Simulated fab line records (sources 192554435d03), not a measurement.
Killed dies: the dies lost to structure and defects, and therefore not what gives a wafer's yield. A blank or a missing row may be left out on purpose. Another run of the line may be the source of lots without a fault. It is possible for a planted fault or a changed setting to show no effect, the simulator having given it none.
Which tool did it? | flow n5-finfet | 33 wafers from 11 lots sampled at 4 of the route's 1938 steps

## WHAT EACH GAUGE READ, for each wafer
N5_BEOL_M5_INSPECT_13: inspects for defects (brightfield).
lot  | measured     | on                | raw-defect-count
L075 | day 8 04:26  | defect-inspect-02 | 355 427 411
L077 | day 8 18:33  | defect-inspect-02 | 505 357 411
L079 | day 9 04:47  | defect-inspect-01 | 451 507 566
L082 | day 9 14:00  | defect-inspect-01 | 451 402 561
L083 | day 9 19:26  | defect-inspect-02 | 522 361 360
L086 | day 11 04:46 | defect-inspect-02 | 423 335 305
L087 | day 11 07:55 | defect-inspect-01 | 372 389 390
L089 | day 11 12:19 | defect-inspect-02 | 383 499 311
L090 | day 12 04:06 | defect-inspect-02 | 378 359 390
L093 | day 12 20:23 | defect-inspect-01 | 450 392 531
L095 | day 13 04:52 | defect-inspect-01 | 375 398 478

## EACH LOT AND THE TOOL THAT RAN IT (in order: tool; ch and the chambers of the sampled wafers; start)
lot  | N5_BEOL_M4_STRIP_97                           | N5_BEOL_M4_SPUTTER_48        | N5_BEOL_M4_SPUTTER_90
L075 | rie-diel-05 ch 0,1, day 7 22:30 or earlier    | pvd-sputter-03, day 7 22:30  | pvd-sputter-03, day 7 23:36
L077 | rie-diel-04 ch 1,3, day 8 12:09 or earlier    | pvd-sputter-02, day 8 12:09  | pvd-sputter-02, day 8 13:15
L079 | rie-diel-04 ch 1,2, day 8 23:17 or earlier    | pvd-sputter-01, day 8 23:17  | pvd-sputter-01, day 9 00:23
L082 | rie-diel-04 ch 0,1,2, day 9 08:11 or earlier  | pvd-sputter-01, day 9 08:11  | pvd-sputter-01, day 9 09:17
L083 | rie-diel-06 ch 0,1,2, day 9 13:17 or earlier  | pvd-sputter-03, day 9 13:17  | pvd-sputter-03, day 9 14:23
L086 | rie-diel-05 ch 1,2, day 10 22:56 or earlier   | pvd-sputter-01, day 10 22:56 | pvd-sputter-01, day 11 00:02
L087 | rie-diel-04 ch 0,2,3, day 11 02:07 or earlier | pvd-sputter-01, day 11 02:07 | pvd-sputter-01, day 11 03:13
L089 | rie-diel-06 ch 0,2,3, day 11 06:13 or earlier | pvd-sputter-02, day 11 06:13 | pvd-sputter-02, day 11 07:19
L090 | rie-diel-05 ch 2,3, day 11 22:35 or earlier   | pvd-sputter-02, day 11 22:35 | pvd-sputter-02, day 11 23:41
L093 | rie-diel-04 ch 1,2,3, day 12 14:57 or earlier | pvd-sputter-02, day 12 14:57 | pvd-sputter-02, day 12 16:03
L095 | rie-diel-04 ch 1,2, day 12 23:25 or earlier   | pvd-sputter-02, day 12 23:25 | pvd-sputter-02, day 13 00:31
- N5_BEOL_M4_STRIP_97: strips in N2/H2, time 10 s.
- N5_BEOL_M4_SPUTTER_48: material Cu, target thk 4.5 nm, time 8.29 s.
- N5_BEOL_M4_SPUTTER_90: material Cu, target thk 4.5 nm, time 8.29 s.

## THE ANSWER, worked out from the rows above alone
Rule: what is usual is taken from the lots themselves. The widest of any qualifying gaps counts: lots, ordered by their means at a reading, are off when they make up no more than a third of the lots, leave a main group of 4 or more, and stand apart from it by 3 or more times the standard deviation of that group's means. The tables above print the reading to a certain number of digits; a main group whose means all agree to those digits is not used. Also off: a lot with no number at a reading for which 4 or more lots have one. Where the step has rows for the other lots, those lots are counted as sound.
No lot is off at any reading shown: from this, nothing can be told.

## WHAT WAS PUT IN BY THE SIMULATOR
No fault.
